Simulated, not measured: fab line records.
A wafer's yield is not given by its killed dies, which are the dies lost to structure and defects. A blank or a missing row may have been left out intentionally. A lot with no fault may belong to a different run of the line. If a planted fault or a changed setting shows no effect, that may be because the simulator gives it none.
fab line records    flow n5Finfet
record lots=11  wafers=33  lastDay=18
route steps=1938 shown BEOL_M2@902 BEOL_M4@1111 PASSIVATION@1936
lots that met no fault: taken from a fault-free run of the same line
startH: hours from the record's opening day to when the first of the lot's shown wafers began    waitH: hours elapsed since this lot's preceding step    " the same as in the row above    L1.1+2: a row that stands for several wafers    - value missing, or start not given    * or withheld: withheld    < > ~ a bound
route shown NAME@n: names a module that has steps shown in the file, with the first one's number in the route    usual: average and standard deviation across the fault-free wafers    same: alike in all rows    chamber/n: place in a boat    sites: readings site by site    _std_site: standard deviation of those values    _edge_site: the outer-site mean with the inner-site mean subtracted    radiusMm: for every site, how far away it sits from the centre of the wafer    mask NAME#n: copy n    behind: the last tool/chamber to shape the wafer    hold: why the lot was held/for how many hours/how that ended    device: transistor that didn't switch, given as n, p or np    end of line: the same wafers' tests at the end of the route    for a step that has no rows: nothing shown but its recipe    killed: dies that structure and defects cost at the first sort, which is not the same as the wafer's yield    map: a wafer's dies, marking killed ones x, the rest . and places with no die _
set.NAME: the run value of the setting; set.NAME@STEP: its run value at that earlier step    model.NAME: the simulator's own value behind a step, which no gauge read
route steps across a sampled set of lots; one table per step, one row per wafer
services: from which hour (startH, from the record's first day; less than 0 if before it) a tool's chamber was out of use, for how many hours, and why
## steps
# step N5_BEOL_M2_SURFACE_TREAT_85
# recipe gas=Ar  timeS=*  ionEnergyEv=*  ionCurrentMaCm2=0.5  pressureMtorr=*  arFlowSccm=30
# usual throttleValvePct=*
lot.wafer  tool           chamber  startH  waitH  throttleValvePct
L535.2     pvdSputter-03  -        140.65  0.2    *
L535.3     "              -        "       "      *
L535.5     "              -        "       "      *
L536.1     pvdSputter-03  -        147.04  0.1    *
L536.5     "              -        "       "      *
L536.6     "              -        "       "      *
L540.2     pvdSputter-03  -        169.66  0.2    *
L540.5     "              -        "       "      *
L540.6     "              -        "       "      *
L541.2     pvdSputter-02  -        187.48  0.2    *
L541.3     "              -        "       "      *
L541.6     "              -        "       "      *
L543.1     pvdSputter-02  -        192.16  0.1    *
L543.2     "              -        "       "      *
L543.5     "              -        "       "      *
L544.2     pvdSputter-02  -        197.36  0.1    *
L544.5     "              -        "       "      *
L544.6     "              -        "       "      *
L548.2     pvdSputter-01  -        229.41  0.1    *
L548.3     "              -        "       "      *
L548.5     "              -        "       "      *
L550.1     pvdSputter-02  -        234.77  0.1    *
L550.2     "              -        "       "      *
L550.5     "              -        "       "      *
L552.1     pvdSputter-01  -        249.23  0.2    *
L552.2     "              -        "       "      *
L552.5     "              -        "       "      *
L555.2     pvdSputter-03  -        269.86  0.2    *
L555.4     "              -        "       "      *
L555.5     "              -        "       "      *
L558.1     pvdSputter-01  -        298.62  0.1    *
L558.5     "              -        "       "      *
L558.6     "              -        "       "      *
# step N5_BEOL_M2_ANNEAL_49
# recipe tempC=400  timeS=240  ambient=vacuum
# usual heaterPowerW=820/100
lot.wafer  tool           chamber  startH  waitH  heaterPowerW
L535.2     pvdSputter-01  -        141.85  0.0    704
L535.3     "              -        "       "      896
L535.5     "              -        "       "      708
L536.1     pvdSputter-03  -        147.57  0.0    708
L536.5     "              -        "       "      794
L536.6     "              -        "       "      771
L540.2     pvdSputter-03  -        171.72  0.0    786
L540.5     "              -        "       "      728
L540.6     "              -        "       "      758
L541.2     pvdSputter-02  -        187.78  0.0    844
L541.3     "              -        "       "      1022
L541.6     "              -        "       "      723
L543.1     pvdSputter-02  -        192.46  0.0    879
L543.2     "              -        "       "      837
L543.5     "              -        "       "      1057
L544.2     pvdSputter-03  -        199.44  0.0    717
L544.5     "              -        "       "      792
L544.6     "              -        "       "      766
L548.2     pvdSputter-02  -        229.75  0.0    737
L548.3     "              -        "       "      1032
L548.5     "              -        "       "      728
L550.1     pvdSputter-03  -        236.82  0.0    742
L550.2     "              -        "       "      698
L550.5     "              -        "       "      719
L552.1     pvdSputter-01  -        249.55  0.0    858
L552.2     "              -        "       "      895
L552.5     "              -        "       "      863
L555.2     pvdSputter-02  -        271.89  0.0    824
L555.4     "              -        "       "      744
L555.5     "              -        "       "      751
L558.1     pvdSputter-01  -        299.00  0.0    726
L558.5     "              -        "       "      699
L558.6     "              -        "       "      722
# step N5_BEOL_M2_ANNEAL_89
# recipe tempC=400  timeS=240  ambient=vacuum
# usual heaterPowerW=823/100
lot.wafer  tool           chamber  startH  waitH  heaterPowerW
L535.2     pvdSputter-01  -        142.73  0.0    725
L535.3     "              -        "       "      906
L535.5     "              -        "       "      720
L536.1     pvdSputter-03  -        148.45  0.0    695
L536.5     "              -        "       "      836
L536.6     "              -        "       "      772
L540.2     pvdSputter-03  -        172.60  0.0    785
L540.5     "              -        "       "      696
L540.6     "              -        "       "      768
L541.2     pvdSputter-02  -        188.66  0.0    868
L541.3     "              -        "       "      1040
L541.6     "              -        "       "      743
L543.1     pvdSputter-02  -        193.34  0.0    860
L543.2     "              -        "       "      826
L543.5     "              -        "       "      1050
L544.2     pvdSputter-03  -        200.32  0.0    734
L544.5     "              -        "       "      799
L544.6     "              -        "       "      753
L548.2     pvdSputter-02  -        230.63  0.0    745
L548.3     "              -        "       "      1045
L548.5     "              -        "       "      761
L550.1     pvdSputter-03  -        237.70  0.0    722
L550.2     "              -        "       "      701
L550.5     "              -        "       "      707
L552.1     pvdSputter-01  -        250.43  0.0    910
L552.2     "              -        "       "      880
L552.5     "              -        "       "      856
L555.2     pvdSputter-02  -        272.77  0.0    846
L555.4     "              -        "       "      759
L555.5     "              -        "       "      735
L558.1     pvdSputter-01  -        299.88  0.0    708
L558.5     "              -        "       "      693
L558.6     "              -        "       "      724
# step N5_BEOL_M2_SPUTTER_90
# recipe material=Cu  targetThkA=45  tempC=-20  chamberPressurePa=0.07  powerW=withheld  timeS=8.29
# usual chamberPressurePa=0.07001/0.00015  chuckGasFlowSccm=1.27/0.059  throttleValvePct=29.9/0.99
lot.wafer  tool           chamber  startH  waitH  chamberPressurePa  chuckGasFlowSccm  throttleValvePct
L535.2     pvdSputter-01  -        142.87  0.1    0.06997            1.32              30.5
L535.3     "              -        "       "      0.0701             1.29              30.6
L535.5     "              -        "       "      0.0699             1.31              30.1
L536.1     pvdSputter-03  -        148.59  0.1    0.07017            1.14              32.3
L536.5     "              -        "       "      0.06988            1.26              30.3
L536.6     "              -        "       "      0.07003            1.22              29.4
L540.2     pvdSputter-03  -        172.74  0.1    0.0703             1.25              29.5
L540.5     "              -        "       "      0.07002            1.15              29.3
L540.6     "              -        "       "      0.07005            1.26              29.3
L541.2     pvdSputter-02  -        188.80  0.1    0.0702             1.17              29.2
L541.3     "              -        "       "      0.06988            1.28              29.2
L541.6     "              -        "       "      0.07001            1.23              29.6
L543.1     pvdSputter-02  -        193.48  0.1    0.0702             1.24              29.4
L543.2     "              -        "       "      0.07003            1.29              28.5
L543.5     "              -        "       "      0.07023            1.30              29.0
L544.2     pvdSputter-03  -        200.46  0.1    0.07027            1.32              29.1
L544.5     "              -        "       "      0.06988            1.40              29.9
L544.6     "              -        "       "      0.06997            1.22              29.1
L548.2     pvdSputter-02  -        230.77  0.1    -                  -                 -
L548.3     "              -        "       "      -                  -                 -
L548.5     "              -        "       "      -                  -                 -
L550.1     pvdSputter-03  -        237.84  0.1    -                  -                 -
L550.2     "              -        "       "      -                  -                 -
L550.5     "              -        "       "      -                  -                 -
L552.1     pvdSputter-01  -        250.57  0.1    0.07007            1.28              31.8
L552.2     "              -        "       "      0.07013            1.29              30.7
L552.5     "              -        "       "      0.07004            1.07              31.5
L555.2     pvdSputter-02  -        272.91  0.1    0.07021            1.28              28.8
L555.4     "              -        "       "      0.07015            1.25              29.5
L555.5     "              -        "       "      0.06998            1.31              29.3
L558.1     pvdSputter-01  -        300.02  0.1    0.07014            1.30              30.9
L558.5     "              -        "       "      0.07011            1.16              30.9
L558.6     "              -        "       "      0.06982            1.19              29.9
# step N5_BEOL_M4_RC_MEAS_101
# usual DIBL_N=36.2/1.6  DIBL_P=36.1/2  IOFF_N=0.16/0.032  IOFF_P=0.22/0.036  ION_N=672/11  ION_P=463/7.5  SS_N=71.4/0.58  SS_P=73.2/0.67  VT_N=250/3.3  VT_P=-250/3.3
lot.wafer  tool       chamber  startH  waitH  DIBL_N[mV/V]  DIBL_P[mV/V]  IOFF_N[nA/um]  IOFF_P[nA/um]  ION_N[uA/um]  ION_P[uA/um]  SS_N[mV/dec]  SS_P[mV/dec]  VT_N[mV]  VT_P[mV]
L535.2     prober-02  0        172.98  0.2    36.6          37.3          0.13           0.17           652           446           71.1          72.5          254       -257
L535.3     "          0        "       "      37.2          38.7          0.17           0.19           679           456           72.3          74.0          247       -251
L535.5     "          0        "       "      34.5          35.6          0.12           0.15           660           444           70.7          72.3          255       -256
L536.1     prober-01  0        175.49  0.0    35.8          35.9          0.15           0.24           678           477           71.1          73.3          249       -246
L536.5     "          0        "       "      33.8          32.6          0.11           0.19           659           464           70.3          72.6          253       -251
L536.6     "          0        "       "      35.6          34.7          0.15           0.22           672           470           71.3          72.8          248       -247
L540.2     prober-01  0        200.53  0.2    37.3          36.4          0.17           0.23           673           467           71.5          73.2          250       -247
L540.5     "          0        "       "      36.5          34.5          0.17           0.20           678           459           71.8          72.7          247       -249
L540.6     "          0        "       "      34.3          33.2          0.13           0.18           668           457           70.1          72.1          249       -250
L541.2     prober-02  0        217.83  0.2    36.2          36.8          0.15           0.20           654           455           72.1          73.0          252       -251
L541.3     "          0        "       "      35.3          34.3          0.12           0.17           665           461           71.8          72.3          255       -253
L541.6     "          0        "       "      37.4          39.0          0.18           0.23           671           458           71.7          74.2          248       -250
L543.1     prober-01  0        220.24  0.0    37.7          38.2          0.22           0.30           675           464           71.6          74.1          245       -245
L543.2     "          0        "       "      35.6          36.0          0.17           0.24           685           471           71.0          73.0          245       -248
L543.5     "          0        "       "      35.2          35.4          0.16           0.24           667           466           70.4          73.9          250       -245
L544.2     prober-02  0        224.69  0.2    37.7          37.1          0.17           0.24           675           471           71.8          73.0          247       -246
L544.5     "          0        "       "      37.3          38.2          0.16           0.26           678           471           71.5          74.0          248       -245
L544.6     "          0        "       "      37.0          38.0          0.16           0.24           682           466           71.5          72.8          249       -246
L548.2     prober-02  0        253.70  0.2    37.5          39.2          0.22           0.26           680           463           71.8          74.1          243       -250
L548.3     "          0        "       "      39.5          41.9          0.26           0.31           693           475           73.1          74.5          243       -246
L548.5     "          0        "       "      37.5          39.3          0.20           0.25           690           472           71.6          74.0          245       -250
L550.1     prober-02  0        270.23  0.0    35.3          35.2          0.15           0.20           676           465           71.4          73.8          248       -251
L550.2     "          0        "       "      41.1          40.7          0.29           0.29           699           466           73.2          74.8          240       -247
L550.5     "          0        "       "      36.6          37.4          0.17           0.23           674           466           71.1          73.8          247       -247
L552.1     prober-02  0        273.13  0.0    34.6          34.6          0.12           0.18           661           458           71.6          72.5          254       -253
L552.2     "          0        "       "      35.1          35.6          0.13           0.19           667           461           71.1          72.6          254       -250
L552.5     "          0        "       "      36.8          38.2          0.15           0.23           679           470           72.1          73.9          251       -250
L555.2     prober-02  0        305.23  0.2    40.5          38.1          0.21           0.27           666           462           71.8          73.7          246       -247
L555.4     "          0        "       "      37.6          34.2          0.15           0.20           660           462           71.4          72.6          250       -250
L555.5     "          0        "       "      38.3          34.9          0.16           0.20           653           457           71.7          72.8          251       -250
L558.1     prober-02  0        339.85  0.0    38.7          39.5          0.20           0.25           694           469           72.4          73.6          244       -246
L558.5     "          0        "       "      36.5          37.2          0.16           0.22           679           470           72.2          73.4          250       -247
L558.6     "          0        "       "      34.7          35.7          0.13           0.20           661           465           71.4          72.2          252       -252
# step N5_PASSIVATION_PROBE_49
# usual defectLimitedYield=91.4/1.3  killed_at_M0_to_M3=34/10  killed_at_M4_up=14/5.6  killedAtContacts=13/5.9  killedAtFrontEnd=37/9.9  killedAtOther=3.5/2.8  killedDies=101/15  killedOpen=67/12  killedShort=32/6.6  sort_bin_4_leakage=0.00/0.014  sort_bin_5_function=5.0/0.81  sort_bin_6_memory=3.2/0.66  sort_bin_8_speed=0.00/0.007  sortNPass=1079/15  sortYieldPct=91.4/1.3
# same grossDies=1180  killedAtBackSide=0
lot.wafer  tool       chamber  startH  waitH  defectLimitedYield[%]  killed_at_M0_to_M3  killed_at_M4_up  killedAtContacts  killedAtFrontEnd  killedAtOther  killedDies  killedOpen  killedShort  sort_bin_4_leakage[%]  sort_bin_5_function[%]  sort_bin_6_memory[%]  sort_bin_8_speed[%]  sortNPass  sortYieldPct[%]
L540.5     prober-01  -        311.87  0.2    92.0                   35                  21               10                28                0              94          70          24           0                      5.1                     2.9                   0                    1086       92.0
L541.2     prober-02  -        323.84  0.1    92.3                   31                  8                19                24                9              91          59          31           0                      4.6                     2.8                   0                    1089       92.3
L541.3     prober-02  -        323.89  0.1    91.9                   29                  17               16                31                2              95          68          27           0                      4.7                     3.3                   0                    1085       91.9
L541.6     prober-02  -        324.04  0.3    92.1                   23                  9                11                42                8              93          51          42           0                      4.7                     2.6                   0                    1087       92.1
L543.1     prober-01  -        328.61  0.0    95.2                   18                  11               3                 24                1              57          38          19           0                      2.6                     1.9                   0                    1123       95.2
L544.2     prober-01  -        336.84  0.1    93.1                   21                  13               9                 35                3              81          47          27           0                      3.8                     1.9                   0                    1099       93.1
L544.5     prober-01  -        336.99  0.2    92.7                   17                  9                12                47                1              86          50          35           0                      3.8                     3.0                   0                    1094       92.7
L544.6     prober-01  -        337.04  0.3    93.7                   27                  13               8                 24                2              74          52          22           0                      3.6                     2.5                   0                    1106       93.7
L548.2     prober-02  -        359.23  0.1    93.6                   21                  12               22                16                5              76          41          32           0                      3.6                     2.7                   0                    1104       93.6
L548.3     prober-02  -        359.28  0.1    91.8                   26                  10               36                21                4              97          62          28           0                      5.5                     2.5                   0                    1083       91.8
L548.5     prober-02  -        359.38  0.2    90.4                   35                  10               25                43                0              113         66          41           0                      5.8                     3.6                   0                    1067       90.4
L550.1     prober-01  -        371.93  0.0    91.0                   32                  14               9                 51                0              106         73          24           0                      6.1                     2.6                   0                    1074       91.0
L550.2     prober-01  -        371.98  0.1    91.5                   37                  21               8                 34                0              100         64          32           0.17                   4.8                     3.5                   0                    1078       91.4
L550.5     prober-01  -        372.13  0.2    86.8                   66                  20               21                44                5              156         96          49           0                      8.0                     4.5                   0                    1024       86.8
# killed by level:class
L540.5 BEOL_M3:geometricParticle:open=11 BEOL_M4:geometricParticle:open=11 BEOL_M0_SAQP:geometricParticle:short=9 MOL_CONTACT_COAG:geometricParticle:open=8 BEOL_M2:geometricParticle:open=8 STI_FIN_REVEAL:geometricParticle:open=5 ILD0:geometricParticle:open=4 GATE_CUT:geometricParticle:open=4
L541.2 MOL_CONTACT_COAG:geometricParticle:open=16 BEOL_M0_SAQP:geometricParticle:open=12 BEOL_M0_SAQP:geometricParticle:short=8 FIN_SAQP:geometricParticle:short=6 FIN_SAQP:geometricParticle:open=4 BEOL_M4:geometricParticle:open=4 STI_FIN_REVEAL:geometricParticle:short=3 BEOL_M2:geometricParticle:open=3
L541.3 MOL_CONTACT_COAG:geometricParticle:open=16 BEOL_M0_SAQP:geometricParticle:short=9 BEOL_M0_SAQP:geometricParticle:open=8 BEOL_M4:geometricParticle:open=8 GATE_CUT:geometricParticle:short=7 BEOL_M2:geometricParticle:open=7 STI_FIN_REVEAL:geometricParticle:open=6 FIN_SAQP:geometricParticle:open=4
L541.6 FIN_SAQP:geometricParticle:open=12 MOL_CONTACT_COAG:geometricParticle:open=10 FIN_SAQP:geometricParticle:short=7 BEOL_M0_SAQP:geometricParticle:short=6 STI_FIN_REVEAL:geometricParticle:open=5 BEOL_M2:geometricParticle:short=4 BEOL_M2:geometricParticle:open=4 STI_FIN_REVEAL:geometricParticle:short=3
L543.1 FIN_SAQP:geometricParticle:open=10 GATE_CUT:geometricParticle:short=5 BEOL_M2:geometricParticle:open=5 BEOL_M4:geometricParticle:open=4 STI_FIN_REVEAL:geometricParticle:open=3 MOL_CONTACT_COAG:geometricParticle:open=3 BEOL_M0_SAQP:geometricParticle:short=3 BEOL_M1:geometricParticle:short=3
L544.2 BEOL_M1:geometricParticle:open=8 MOL_CONTACT_COAG:geometricParticle:open=7 HKMG_FIN:areaEtch=7 BEOL_M4:geometricParticle:open=6 STI_FIN_REVEAL:geometricParticle:open=5 GATE_CUT:geometricParticle:short=5 STARTING-WAFER:geometricParticle:open=5 BEOL_M0_SAQP:geometricParticle:short=4
L544.5 FIN_SAQP:geometricParticle:short=18 FIN_SAQP:geometricParticle:open=11 MOL_CONTACT_COAG:geometricParticle:open=11 BEOL_M0_SAQP:geometricParticle:short=6 BEOL_M2:geometricParticle:open=5 BEOL_M4:geometricParticle:open=5 DUMMY_GATE:geometricParticle:open=4 GATE_CUT:geometricParticle:short=4
L544.6 BEOL_M1:geometricParticle:open=8 MOL_CONTACT_COAG:geometricParticle:open=7 BEOL_M4:geometricParticle:open=7 BEOL_M2:geometricParticle:open=6 STI_FIN_REVEAL:geometricParticle:open=5 DUMMY_GATE:geometricParticle:open=5 BEOL_M1:geometricParticle:short=5 FIN_SAQP:geometricParticle:open=3
L548.2 MOL_CONTACT_COAG:geometricParticle:open=13 MOL_CONTACT_COAG:geometricParticle:short=9 BEOL_M4:geometricParticle:open=6 BEOL_M2:geometricParticle:open=5 FIN_SAQP:geometricParticle:short=4 BEOL_M0_SAQP:geometricParticle:short=4 STI_FIN_REVEAL:geometricParticle:open=3 BEOL_M2:interfaceVoidOpened=3
L548.3 MOL_CONTACT_COAG:geometricParticle:open=27 MOL_CONTACT_COAG:geometricParticle:short=9 STI_FIN_REVEAL:geometricParticle:open=7 BEOL_M1:geometricParticle:open=7 BEOL_M2:interfaceVoidOpened=7 STARTING-WAFER:geometricParticle:open=4 STI_FIN_REVEAL:geometricParticle:short=3 ILD0:geometricParticle:short=3
L548.5 STI_FIN_REVEAL:geometricParticle:open=17 MOL_CONTACT_COAG:geometricParticle:open=16 MOL_CONTACT_COAG:geometricParticle:short=9 FIN_SAQP:geometricParticle:short=8 BEOL_M2:geometricParticle:open=8 BEOL_M3:geometricParticle:short=8 STI_FIN_REVEAL:geometricParticle:short=7 BEOL_M2:interfaceVoidOpened=6
L550.1 STI_FIN_REVEAL:geometricParticle:open=24 BEOL_M2:interfaceVoidOpened=9 FIN_SAQP:geometricParticle:open=7 BEOL_M0_SAQP:geometricParticle:open=6 BEOL_M4:geometricParticle:open=6 STI_FIN_REVEAL:geometricParticle:short=5 MOL_CONTACT_COAG:geometricParticle:open=5 BEOL_M3:geometricParticle:open=4
L550.2 STI_FIN_REVEAL:geometricParticle:open=11 BEOL_M0_SAQP:geometricParticle:short=11 BEOL_M4:geometricParticle:open=7 MOL_CONTACT_COAG:geometricParticle:open=6 BEOL_M2:geometricParticle:open=6 BEOL_M3:geometricParticle:short=5 BEOL_M8:geometricParticle:open=5 BEOL_M0_SAQP:geometricParticle:open=4
L550.5 MOL_CONTACT_COAG:geometricParticle:open=18 STI_FIN_REVEAL:geometricParticle:open=12 BEOL_M1:geometricParticle:open=12 BEOL_M0_SAQP:geometricParticle:short=11 BEOL_M2:interfaceVoidOpened=11 BEOL_M0_SAQP:geometricParticle:open=11 BEOL_M4:geometricParticle:open=9 BEOL_M3:geometricParticle:open=7
## services
tool           chamber  startH  hours  kind
pvdSputter-02  -        157.68  14.3   repair
pvdSputter-02  -        207.32  1.6    repair
## key
firstSign step=N5_BEOL_M2_SPUTTER_90  reading=toolRecord  direction=missing
effect none on later readings
metAt N5_BEOL_M2_SPUTTER_90
struckLots L548,L550
notActingAt N5_BEOL_M2_SURFACE_TREAT_85,N5_BEOL_M2_ANNEAL_49,N5_BEOL_M2_ANNEAL_89
onsetBetween 200.46 230.77
fault kind=skippedStepWhole  tool=pvdSputter-02,pvdSputter-03  chamber=-  onsetH=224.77  steps=N5_BEOL_M2_SPUTTER_90  scope=struckLotsOnly
